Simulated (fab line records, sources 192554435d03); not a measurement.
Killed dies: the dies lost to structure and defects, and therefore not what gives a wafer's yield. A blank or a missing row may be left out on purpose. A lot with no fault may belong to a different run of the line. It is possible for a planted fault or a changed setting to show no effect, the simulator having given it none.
One fault seen from 2 desks || flow n5-finfet || numbers are kept per desk, each desk with only its own; the story behind them comes last

## AT THE METROLOGY DESK
Means of the sampled wafers that have a number, per lot and without regard to the tool the lot ran on: this is what the gauges read. If a lot's mean is further than 4 standard deviations from the usual mean, the lot is out of limits and carries the mark OUT (the distance appears in the brackets). 7 of its 16 readings are shown: the first one out of limits and those lying furthest out on some lot.
Columns: A = cd-nm at N5_MOL_CONTACT_COAG_CD_MEAS_08, usual 28.01 nm; B = cd-nm at N5_MOL_CONTACT_COAG_CD_MEAS_99, usual 17.2 nm; C = RC_DENSE_N at N5_BEOL_M4_RC_MEAS_101, usual 19.0 ohm.um; D = RC_DENSE_P at N5_BEOL_M4_RC_MEAS_101, usual 23.8 ohm.um; E = RC_N at N5_BEOL_M4_RC_MEAS_101, usual 15.5 ohm.um; F = RC_P at N5_BEOL_M4_RC_MEAS_101, usual 19.4 ohm.um; G = VT_P at N5_BEOL_M4_RC_MEAS_101, usual -250 mV
{"lot": "L233", "first seen here": "day 5 01:25", "A": 28.21, "B": 17.6, "C": 18.8, "D": 23.5, "E": 15.2, "F": 19.1, "G": -248}
{"lot": "L235", "first seen here": "day 5 08:47", "A": 28.09, "B": 17.5, "C": 18.4, "D": 22.9, "E": 15.1, "F": 18.8, "G": -254}
{"lot": "L242", "first seen here": "day 7 06:22", "A": 28.01, "B": 17.6, "C": 18.5, "D": 23.3, "E": 15.2, "F": 19.1, "G": -249}
{"lot": "L243", "first seen here": "day 7 13:11", "A": "27.05 (-4.2) OUT", "B": 16.1, "C": 20.7, "D": 26.1, "E": 16.9, "F": 21.2, "G": -252}
{"lot": "L244", "first seen here": "day 7 16:59", "A": "26.95 (-4.6) OUT", "B": 16.3, "C": 20.5, "D": 25.7, "E": 16.6, "F": 20.9, "G": -246}
{"lot": "L246", "first seen here": "day 8 06:26", "A": 27.91, "B": 17.3, "C": 19.4, "D": 24.4, "E": 15.9, "F": 20.0, "G": -243}
{"lot": "L249", "first seen here": "day 9 02:47", "A": 27.89, "B": 17.1, "C": 19.0, "D": 23.5, "E": 15.5, "F": 19.2, "G": -245}
{"lot": "L252", "first seen here": "day 9 17:50", "A": 28.00, "B": 17.1, "C": 18.9, "D": 23.4, "E": 15.4, "F": 19.2, "G": -252}
This desk finds L243, L244 out of limits, L243 being first, at day 7 13:11 (cd-nm at N5_MOL_CONTACT_COAG_CD_MEAS_08). In limits: L233, L235, L242, L246, L249, L252.

## TOOL OWNER'S DESK, euv-scanner-01
The tool's own readings at N5_MOL_CONTACT_COAG_EXPOSE_05 (exposes mask CA, defocus 0 nm): means of the sampled wafers that have a number, for each lot that ran on this tool. If a lot's mean is further than 4 standard deviations from the usual mean, the lot is out of limits and carries the mark OUT (the distance appears in the brackets).
Columns: A = exposure-dose-mJ-cm2 at N5_MOL_CONTACT_COAG_EXPOSE_05, usual 38.19
{"lot": "L233", "first seen here": "day 5 01:16", "A": 38.20}
{"lot": "L235", "first seen here": "day 5 08:40", "A": 38.17}
{"lot": "L243", "first seen here": "day 7 13:03", "A": "36.58 (-36) OUT"}
{"lot": "L244", "first seen here": "day 7 16:52", "A": "36.90 (-29) OUT"}
This desk finds L243, L244 out of limits, L243 being first, at day 7 13:03 (exposure-dose-mJ-cm2 at N5_MOL_CONTACT_COAG_EXPOSE_05). In limits: L233, L235.

## PUT TOGETHER
On L243, L244, at day 7 13:03, an alarm was possible from the tool owner's desk.
At day 7 13:11 the metrology desk could have sounded an alarm, on L243, L244.
All the named lots went through N5_MOL_CONTACT_COAG_EXPOSE_05 on euv-scanner-01.

## WHAT THE SIMULATOR PUT IN
Drift in process parameters on euv-scanner-01 at N5_MOL_CONTACT_COAG_EXPOSE_05, starting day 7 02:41. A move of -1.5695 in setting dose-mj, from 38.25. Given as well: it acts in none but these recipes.
Shown lots that were struck: L243, L244.
Time in hours from fault onset to the first out-of-limits reading at each desk: tool owner's desk 10, metrology desk 10.
